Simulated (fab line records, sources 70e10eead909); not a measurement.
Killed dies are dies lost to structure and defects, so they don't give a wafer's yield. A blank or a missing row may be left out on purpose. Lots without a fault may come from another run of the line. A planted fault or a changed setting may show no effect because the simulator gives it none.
Chamber matching | flow nand_harc | NHARC_A_STAIRCASE_CMP_152 on cmp-02: 4 sister chambers
The step polishes. 18 wafers are shown with their chamber, then 9 later ones without.

WAFERS WITH THEIR CHAMBER
wafer  | chamber | motor_current_A (A)
L075.1 | 3       | 10.4
L075.2 | 2       | 11.4
L075.6 | 3       | 9.5
L074.1 | 1       | 13.1
L074.2 | 3       | 9.7
L074.6 | 2       | 11.3
L074.3 | 0       | 11.4
L074.4 | 2       | 11.5
L074.5 | 1       | 12.7
L077.3 | 1       | 12.5
L077.4 | 2       | 11.8
L077.5 | 3       | 9.8
L079.3 | 2       | 11.3
L079.5 | 1       | 12.7
L079.6 | 0       | 10.2
L082.1 | 2       | 11.4
L082.3 | 3       | 9.8
L082.5 | 0       | 11.0

SIGNATURES (means of the wafers above)
reading         | chamber 0 | chamber 1 | chamber 2 | chamber 3 | scatter within a chamber
motor_current_A | 10.867    | 12.750    | 11.450    | 9.840     | 0.334
Rule: a wafer's distance from a chamber is the root of the sum, over the readings, of the square of ((its reading less the chamber's mean) divided by the reading's scatter). The wafer belongs to the nearest chamber; if the next one is less than 2 further off, it can't be placed. The scatter: the root of (the sum of the squares of (reading less its chamber's mean) over the shown wafers, divided by (wafers less chambers)).

WAFERS WITHOUT THEIR CHAMBER
wafer  | motor_current_A (A)
L086.3 | 12.0
L086.5 | 11.7
L086.6 | 10.1
L086.1 | 9.3
L086.2 | 12.3
L086.4 | 11.3
L095.3 | 11.0
L095.5 | 11.5
L095.6 | 12.3

WHICH CHAMBER EACH WENT THROUGH
wafer  | from the rows above          | in truth
L086.3 | can't be placed: 2 or 1 or 0 | 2
L086.5 | can't be placed: 2 or 0      | 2
L086.6 | can't be placed: 3 or 0      | 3
L086.1 | 3                            | 3
L086.2 | can't be placed: 1 or 2      | 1
L086.4 | can't be placed: 2 or 0      | 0
L095.3 | can't be placed: 0 or 2      | 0
L095.5 | can't be placed: 2 or 0      | 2
L095.6 | can't be placed: 1 or 2      | 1
Placed correctly: 1 of 9. Can't be placed from these rows: 8 (the true chamber is among the candidates in 8). Placed wrongly: 0.
